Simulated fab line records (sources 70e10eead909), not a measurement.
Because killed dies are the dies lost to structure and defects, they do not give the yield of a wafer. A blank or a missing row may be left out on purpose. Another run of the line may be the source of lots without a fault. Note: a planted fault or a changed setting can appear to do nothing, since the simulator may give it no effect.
Matching of chambers ; flow nand-harc ; 4 sister chambers for NHARC_A_CONTACT_ETCH_92 on rie-diel-03
The step etches the open film in CH3F/O2, target depth 40 nm, time 85.7 s. 4 wafers are shown with their chamber, then 9 later ones without.

## EACH WAFER AND ITS CHAMBER
wafer;chamber;showerhead-plenum-p-Torr (Torr)
L240.5;0;2.27
L241.3;1;2.49
L241.5;2;2.48
L244.1;3;2.28

## WAFERS WITH NO CHAMBER GIVEN
wafer;showerhead-plenum-p-Torr (Torr)
L244.3;2.27
L244.5;2.48
L243.1;2.49
L243.5;2.49
L243.6;2.27
L254.4;2.47
L254.5;2.48
L254.6;2.65
L256.4;2.65

## WHICH CHAMBER EACH ONE RAN IN
wafer;from the rows above;in truth
L244.3;can't be placed: 0 or 3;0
L244.5;can't be placed: 2 or 1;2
L243.1;can't be placed: 1 or 2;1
L243.5;can't be placed: 1 or 2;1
L243.6;can't be placed: 0 or 3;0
L254.4;can't be placed: 2 or 1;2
L254.5;can't be placed: 2 or 1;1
L254.6;can't be placed: 1 or 2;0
L256.4;can't be placed: 1 or 2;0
0 of 9 placed correctly. Can't be placed from these rows: 9 (the true chamber is among the candidates in 7). Wrongly placed: 0.
How it was worked out, from the rows above alone: a wafer's distance from a chamber is the root of the sum, over the readings, of the square of ((its reading less the chamber's mean) divided by the reading's scatter). If the next closest chamber is less than 2 further off than the closest, the wafer can't be placed; otherwise it belongs to the closest. For every chamber, the mean is computed from those of its wafers that are shown. The scatter: root of mean squared gap, hidden wafer to nearest shown wafer, with one shown wafer a chamber.
